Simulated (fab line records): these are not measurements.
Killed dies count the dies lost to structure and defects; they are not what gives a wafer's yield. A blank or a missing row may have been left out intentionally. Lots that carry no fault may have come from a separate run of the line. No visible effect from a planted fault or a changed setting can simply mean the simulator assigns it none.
fab line records ; flow nand-harc
[record] lots = 14; wafers = 42; last-day = 24
route steps=1159 shown A_STAIRCASE@733 A_SGD_CUT@747
lots that met no fault: taken from a fault-free run of the same line
start-h: hours from the record's opening day to when the first of the lot's shown wafers began ; wait-h: time in hours since the lot's previous step ; " repeats the value in the row above ; L1.1+2: a single row standing in for several wafers ; - no value, or no start was given ; * or withheld: withheld ; < > ~ a bound
route shown NAME@n: names a module that has steps shown in the file, with the first one's number in the route ; usual: the fault-free wafers' mean and standard deviation ; same: alike in all rows ; chamber/n: place in a boat ; sites: each site's reading ; _std_site: standard deviation of those values ; _edge_site: inner sites' mean taken away from outer sites' mean ; radius-mm: how far each site lies from the wafer's centre ; mask NAME#n: copy n ; behind: the tool/chamber that last shaped the wafer ; hold: why the lot was held/for how many hours/how that ended ; device: whichever transistor did not switch (one of n, p or np) ; end of line: at the end of the route, the tests of the same wafers ; a step without rows: its recipe alone ; killed: dies lost to structure and defects at the first sort, not the wafer's yield ; map: shows each die of a wafer: x if killed, . if not, _ if none is there
set.NAME: the run value of the setting; set.NAME@STEP: its run value at that earlier step ; model.NAME: the simulator's own value behind a step, which no gauge read
a sample of lots followed through the steps of the route, with each step as a table and each wafer as a row
services: when a tool's chamber went out of use (start-h, in hours from the record's first day, below 0 if earlier), for how many hours, and the reason
[[steps]]
[step NHARC_A_STAIRCASE_CMP_450]
[recipe] target-thk-nm = 200; material = SiO2
[usual] motor-current-A = 11.6/1.4
lot.wafer;tool;chamber;start-h;wait-h;motor-current-A
L109.3;cmp-01;1;304.42;-;12.4
L109.4;cmp-01;3;304.42;-;11.2
L109.5;cmp-01;1;304.42;-;11.6
L110.4;cmp-04;1;314.28;-;8.6
L110.1;cmp-04;2;314.28;-;11.4
L110.5;cmp-04;0;314.28;-;12.2
L112.2;cmp-01;1;314.73;-;12.1
L112.1;cmp-01;0;314.73;-;13.5
L112.6;cmp-01;2;314.73;-;10.3
L111.2;cmp-04;1;315.19;-;9.0
L111.4;cmp-04;3;315.19;-;11.6
L111.6;cmp-04;1;315.19;-;8.9
L114.1;cmp-04;1;327.37;-;8.8
L114.2;cmp-04;3;327.37;-;11.5
L114.5;cmp-04;1;327.37;-;9.2
L115.4;cmp-01;3;332.00;-;11.5
L115.3;cmp-01;0;332.00;-;13.8
L115.5;cmp-01;3;332.00;-;12.0
L116.4;cmp-04;3;332.51;-;11.4
L116.6;cmp-04;2;332.51;-;12.0
L116.5;cmp-04;3;332.51;-;11.0
L113.4;cmp-02;3;334.11;-;11.6
L113.3;cmp-02;1;334.11;-;12.7
L113.6;cmp-02;0;334.11;-;10.1
L117.2;cmp-01;3;350.30;-;11.5
L117.1;cmp-01;0;350.30;-;13.9
L117.4;cmp-01;1;350.30;-;12.2
L118.2;cmp-01;2;354.39;-;10.9
L118.3;cmp-01;0;354.39;-;14.2
L118.5;cmp-01;2;354.39;-;10.2
L119.4;cmp-02;2;375.73;-;14.0
L119.1;cmp-02;0;375.73;-;10.0
L119.5;cmp-02;2;375.73;-;14.9
L126.4;cmp-01;3;412.68;-;11.4
L126.3;cmp-01;0;412.68;-;13.9
L126.2;cmp-01;1;412.68;-;12.6
L127.3;cmp-04;2;412.97;-;11.7
L127.4;cmp-04;1;412.97;-;8.8
L127.6;cmp-04;3;412.97;-;10.9
L132.1;cmp-01;2;440.05;-;10.3
L132.4;cmp-01;3;440.05;-;11.4
L132.6;cmp-01;3;440.05;-;11.3
[step NHARC_A_SGD_CUT_DEP_00]
[recipe] target-thk-a = 500; temp-c = 400; target-thk-nm = 50; flow-sccm = 200; rf-w = 450; material = SiNx
[usual] heater-power-w = 691/96
lot.wafer;tool;chamber;start-h;wait-h;heater-power-w
L109.3;pecvd-01;2;306.66;0.1;578
L109.4;pecvd-01;1;306.66;0.1;761
L109.5;pecvd-01;2;306.66;0.1;599
L110.1;pecvd-04;2;316.24;0.1;688
L110.5;pecvd-04;0;316.24;0.1;838
L110.4;pecvd-04;1;316.24;0.1;759
L112.2;pecvd-03;2;316.64;0.1;534
L112.1;pecvd-03;0;316.64;0.1;629
L112.6;pecvd-03;2;316.64;0.1;524
L111.2;pecvd-04;1;317.07;0.1;663
L111.6;pecvd-04;1;317.07;0.1;692
L111.4;pecvd-04;2;317.07;0.1;776
L114.2;pecvd-01;0;329.43;0.2;725
L114.1;pecvd-01;1;329.43;0.2;691
L114.5;pecvd-01;1;329.43;0.2;704
L115.3;pecvd-03;1;334.37;0.2;681
L115.4;pecvd-03;0;334.37;0.2;625
L115.5;pecvd-03;0;334.37;0.2;619
L116.6;pecvd-01;0;334.90;0.3;735
L116.4;pecvd-01;1;334.90;0.3;712
L116.5;pecvd-01;2;334.90;0.3;602
L113.3;pecvd-04;0;336.27;0.1;774
L113.6;pecvd-04;2;336.27;0.1;737
L113.4;pecvd-04;0;336.27;0.1;759
L117.1;pecvd-01;0;353.56;0.1;776
L117.2;pecvd-01;1;353.56;0.1;756
L117.4;pecvd-01;1;353.56;0.1;771
L118.2;pecvd-04;0;356.68;0.1;805
L118.3;pecvd-04;2;356.68;0.1;772
L118.5;pecvd-04;1;356.68;0.1;772
L119.1;pecvd-03;1;377.58;0.1;677
L119.5;pecvd-03;1;377.58;0.1;677
L119.4;pecvd-03;2;377.58;0.1;507
L126.2;pecvd-03;0;414.63;0.1;575
L126.4;pecvd-03;0;414.63;0.1;587
L126.3;pecvd-03;2;414.63;0.1;545
L127.3;pecvd-01;2;414.94;0.1;583
L127.6;pecvd-01;0;414.94;0.1;760
L127.4;pecvd-01;1;414.94;0.1;667
L132.1;pecvd-03;0;442.08;0.1;653
L132.6;pecvd-03;2;442.08;0.1;527
L132.4;pecvd-03;1;442.08;0.1;573
[step NHARC_A_SGD_CUT_EXPOSE_06]
[recipe] na = 1.35; dose-mj = 85.59; mask-id = SGD
[usual] exposure-dose-mJ-cm2 = 85.53/0.094; focus-offset-nm = 0.0/0.56
lot.wafer;tool;chamber;start-h;wait-h;mask;exposure-dose-mJ-cm2;focus-offset-nm
L109.3;arfi-scanner-01;0;307.19;-;SGD#0;85.47;0.2
L109.4;arfi-scanner-01;0;307.19;-;SGD#0;85.60;0.1
L109.5;arfi-scanner-01;0;307.19;-;SGD#0;85.59;-0.1
L110.1;arfi-scanner-03;0;316.64;-;SGD#0;85.71;-0.2
L110.4;arfi-scanner-03;0;316.64;-;SGD#0;85.59;0.0
L110.5;arfi-scanner-03;0;316.64;-;SGD#0;85.61;0.1
L112.1;arfi-scanner-02;0;317.19;-;SGD#0;85.53;0.3
L112.2;arfi-scanner-02;0;317.19;-;SGD#0;85.48;-1.1
L112.6;arfi-scanner-02;0;317.19;-;SGD#0;85.49;0.2
L111.2;arfi-scanner-03;0;317.64;-;SGD#0;85.55;-1.2
L111.4;arfi-scanner-03;0;317.64;-;SGD#0;85.59;-0.7
L111.6;arfi-scanner-03;0;317.64;-;SGD#0;85.52;-0.5
L114.1;arfi-scanner-01;0;329.98;-;SGD#0;85.59;0.7
L114.2;arfi-scanner-01;0;329.98;-;SGD#0;85.68;1.0
L114.5;arfi-scanner-01;0;329.98;-;SGD#0;85.62;0.9
L115.3;arfi-scanner-03;0;334.96;-;SGD#0;85.58;0.3
L115.4;arfi-scanner-03;0;334.96;-;SGD#0;85.55;-0.2
L115.5;arfi-scanner-03;0;334.96;-;SGD#0;85.56;-0.4
L116.4;arfi-scanner-01;0;335.42;-;SGD#0;85.52;0.2
L116.5;arfi-scanner-01;0;335.42;-;SGD#0;85.72;-0.1
L116.6;arfi-scanner-01;0;335.42;-;SGD#0;85.56;-0.3
L113.3;arfi-scanner-03;0;336.81;-;SGD#0;85.43;0.3
L113.4;arfi-scanner-03;0;336.81;-;SGD#0;85.37;-0.5
L113.6;arfi-scanner-03;0;336.81;-;SGD#0;85.47;0.3
L117.1;arfi-scanner-03;0;353.99;-;SGD#0;85.49;0.8
L117.2;arfi-scanner-03;0;353.99;-;SGD#0;85.65;0.2
L117.4;arfi-scanner-03;0;353.99;-;SGD#0;85.45;1.7
L118.2;arfi-scanner-01;0;357.27;-;SGD#0;85.57;-0.5
L118.3;arfi-scanner-01;0;357.27;-;SGD#0;85.49;0.4
L118.5;arfi-scanner-01;0;357.27;-;SGD#0;85.52;-1.1
L119.1;arfi-scanner-03;0;378.15;-;SGD#0;85.51;0.6
L119.4;arfi-scanner-03;0;378.15;-;SGD#0;85.61;0.8
L119.5;arfi-scanner-03;0;378.15;-;SGD#0;85.58;1.1
L126.2;arfi-scanner-02;-;415.30;-;SGD#0;-;-
L126.3;arfi-scanner-02;-;415.30;-;SGD#0;-;-
L126.4;arfi-scanner-02;-;415.30;-;SGD#0;-;-
L127.3;arfi-scanner-01;-;415.48;-;SGD#0;-;-
L127.4;arfi-scanner-01;-;415.48;-;SGD#0;-;-
L127.6;arfi-scanner-01;-;415.48;-;SGD#0;-;-
L132.1;arfi-scanner-01;0;442.63;-;SGD#0;85.60;-0.2
L132.4;arfi-scanner-01;0;442.63;-;SGD#0;85.60;-0.3
L132.6;arfi-scanner-01;0;442.63;-;SGD#0;85.64;-1.0
[step NHARC_A_SGD_CUT_ETCH_16]
[recipe] target-depth-a = 3105; time-s = 155.2; c4f8-flow-sccm = withheld; o2-flow-sccm = 8; ar-flow-sccm = withheld; rf-w = 600; bias-w = 800; chemistry = C4F8/O2/Ar
[usual] oes-product-au = 0.972/0.015; rf-vpp-V = 723/5
lot.wafer;tool;chamber;start-h;wait-h;oes-product-au;rf-hours-counter-h;rf-vpp-V
L109.3;rie-diel-07;3;-;-;0.977;5;729
L109.4;rie-diel-07;1;-;-;0.989;7;719
L109.5;rie-diel-07;3;-;-;0.986;-;728
L110.1;rie-diel-07;3;-;-;0.975;6;729
L110.4;rie-diel-07;0;-;-;0.990;8;720
L110.5;rie-diel-07;3;-;-;0.981;-;729
L112.2;rie-diel-07;1;-;-;0.973;8;722
L112.1;rie-diel-07;2;-;-;0.963;8;718
L112.6;rie-diel-07;0;-;-;0.970;-;719
L111.4;rie-diel-10;2;-;-;0.974;10;728
L111.2;rie-diel-10;0;-;-;0.971;8;730
L111.6;rie-diel-10;2;-;-;0.977;-;728
L114.2;rie-diel-10;3;-;-;0.960;11;716
L114.1;rie-diel-10;2;-;-;0.961;12;726
L114.5;rie-diel-10;3;-;-;0.962;-;718
L115.3;rie-diel-10;3;-;-;0.969;12;719
L115.4;rie-diel-10;0;-;-;0.969;11;727
L115.5;rie-diel-10;3;-;-;0.969;-;718
L116.4;rie-diel-07;3;-;-;0.981;-;730
L116.6;rie-diel-07;1;-;-;0.971;-;720
L116.5;rie-diel-07;2;-;-;0.973;-;716
L113.4;rie-diel-10;3;-;-;0.982;12;716
L113.3;rie-diel-10;1;-;-;0.967;13;719
L113.6;rie-diel-10;2;-;-;0.972;-;728
L117.2;rie-diel-06;0;-;-;0.967;11;723
L117.1;rie-diel-06;2;-;-;0.964;11;728
L117.4;rie-diel-06;3;-;-;0.976;10;716
L118.2;rie-diel-06;0;-;-;0.973;11;724
L118.3;rie-diel-06;2;-;-;0.976;11;729
L118.5;rie-diel-06;1;-;-;0.987;-;728
L119.4;rie-diel-06;2;-;-;0.948;12;727
L119.1;rie-diel-06;0;-;-;0.945;12;723
L119.5;rie-diel-06;2;-;-;0.956;-;729
L126.2;rie-diel-06;1;-;-;0.971;16;728
L126.3;rie-diel-06;3;-;-;0.970;16;717
L126.4;rie-diel-06;1;-;-;0.968;-;729
L127.4;rie-diel-10;0;-;-;0.982;4;728
L127.3;rie-diel-10;1;-;-;0.974;3;719
L127.6;rie-diel-10;1;-;-;0.978;-;719
L132.1;rie-diel-10;3;-;-;0.961;5;717
L132.4;rie-diel-10;2;-;-;0.975;6;727
L132.6;rie-diel-10;3;-;-;0.974;-;718
[[services]]
tool;chamber;start-h;hours;kind
cmp-01;-;287.08;2.8;repair
rie-diel-07;3;289.43;8.7;repair
pecvd-03;-;292.33;13.0;pm
cmp-04;-;301.14;4.0;pm
arfi-scanner-03;-;312.00;4.0;pm
rie-diel-10;1;328.57;5.5;repair
pecvd-03;2;328.95;7.5;repair
arfi-scanner-03;-;330.07;0.5;repair
rie-diel-10;3;352.83;15.0;repair
rie-diel-10;-;353.50;9.0;pm
cmp-04;-;360.20;3.5;repair
cmp-04;-;365.16;0.5;repair
arfi-scanner-01;-;368.00;4.0;pm
cmp-01;-;375.50;4.0;pm
cmp-01;-;385.68;0.8;repair
arfi-scanner-03;-;390.61;3.9;repair
cmp-01;-;394.23;0.4;repair
cmp-04;-;399.14;4.0;pm
pecvd-01;0;405.87;5.1;repair
pecvd-03;1;411.13;9.1;repair
pecvd-01;-;418.22;13.0;pm
arfi-scanner-03;-;421.89;0.6;repair
cmp-04;-;431.21;12.0;repair
pecvd-01;2;440.47;18.8;repair
[[key]]
[first-sign] step = NHARC_A_SGD_CUT_EXPOSE_06; reading = tool-record; direction = missing
effect none on later readings
met-at NHARC_A_SGD_CUT_EXPOSE_06
struck-lots L126,L127
later-rows-left-out L126.2,L126.3,L126.4,L127.3,L127.4,L127.6
sort-left-out L126.2,L126.3,L126.4,L127.3,L127.4,L127.6
tester-left-out L126,L127
not-acting-at NHARC_A_STAIRCASE_CMP_450,NHARC_A_SGD_CUT_DEP_00,NHARC_A_SGD_CUT_ETCH_16
onset-between 357.27 415.30
[fault] kind = skipped-step-whole; tool = arfi-scanner-01,arfi-scanner-02; chamber = -; onset-h = 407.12; steps = NHARC_A_SGD_CUT_EXPOSE_06; scope = struck-lots-only
// tester-left-out: of these lots the tester's yield and bins aren't shown, on N5 and GAA mostly nor the transistor test; their killed dies are dies lost to structure and defects alone, not to doping, threshold or leakage, so they don't give the yield
// sort-left-out: the simulated sort isn't trusted on such a fault, so these wafers' sort isn't shown, and their yield isn't known
// later-rows-left-out: the simulator's readings of these wafers behind a module that went badly wrong aren't trusted and aren't shown, but for the sort
